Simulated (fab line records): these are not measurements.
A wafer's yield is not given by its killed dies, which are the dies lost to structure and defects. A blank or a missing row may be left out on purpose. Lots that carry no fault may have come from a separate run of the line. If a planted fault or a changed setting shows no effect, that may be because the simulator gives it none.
A lot that was struck, set against a sound lot    flow nand-harc    15 steps out of a route of 1159
Sound: these wafers, L689.2, L689.4, L689.5. Wafers struck: L684.4, L684.5, L684.6. The cause is given at the end.
Order at every step that has rows: each side's tool, ch and its chambers, its first start. Under that, the readings that differ: sound wafers    struck wafers    difference of the means    sigmas: that difference in standard deviations of wafers without a fault.
alike: readings whose means differ by less than 2 such deviations, and words and numbers that are the same on both sides. not compared: withheld readings, readings that some wafer has no value for, bounds like >300 that may hide the same value, and numbers for which the record gives no deviation and whose values overlap.
The two part at a step that has a row with sigmas, a row that says differs or no value, or rows on one side only. When numbers do not overlap yet have no deviation, they are printed without sigmas and do not part them. A reading that every wafer of one side lacks parts them only if that side has two wafers or more.

first, 2 steps without rows for these wafers: NHARC_P_GATE_PEB_09 (peb time 85 s); NHARC_P_GATE_DEVELOP_10 (time 70 s).
NHARC_P_GATE_CD_MEAS_11 targets a cd of 1640 nm.
  sound on cd-sem-01 ch 0, day 7 23:35; struck on cd-sem-01 ch 0, day 7 06:50
  alike: cd-nm
then, 1 step without rows for these wafers: NHARC_P_GATE_HARDBAKE_12 (time 80 s).
NHARC_P_GATE_DESCUM_13: chemistry O2, time 3 s.
  sound on rie-diel-04 ch 0,2,3, day 7 23:46; struck on rie-diel-07 ch 0,2,3, day 7 07:13
  alike: drypump-motor-current-A, oes-product-au, rf-vpp-V, showerhead-plenum-p-Torr, throttle-valve-pct
  not compared: rf-hours-counter-h
then, 6 steps without rows for these wafers: NHARC_P_GATE_ETCH_14 (etches SiO2 in dHF, target depth 48.8 nm); NHARC_P_GATE_STRIP_15 (strips in SPM, time 780 s); NHARC_P_GATE_PRECLEAN_71 (cleans in SC1); NHARC_P_GATE_SRD_72; NHARC_P_GATE_OXIDE_16 (material SiO2, target thk 3 nm, ox time 392 s); NHARC_P_GATE_CVD_17 (deposits poly-Si, target thk 150 nm, time 900 s).
NHARC_P_GATE_HM_DEP_102: deposits aC, target thk 120 nm.
  sound on acl-dep-03 ch 0, day 8 15:13; struck on acl-dep-01 ch 0, day 7 19:33
  alike: throttle-valve-pct
NHARC_P_GATE_DEP_103: deposits SiON, target thk 30 nm.
  sound on pecvd-02 ch 1,2, day 8 15:50; struck on pecvd-03 ch 0,1,2, day 7 21:05
  alike: heater-power-w
then, 2 steps without rows for these wafers: NHARC_P_GATE_DEHYDRATE_18 (time 120 s); NHARC_END_SORT_01.

== WHERE THEY PART ==
Nowhere in this record.

WHY: what the simulator had put in
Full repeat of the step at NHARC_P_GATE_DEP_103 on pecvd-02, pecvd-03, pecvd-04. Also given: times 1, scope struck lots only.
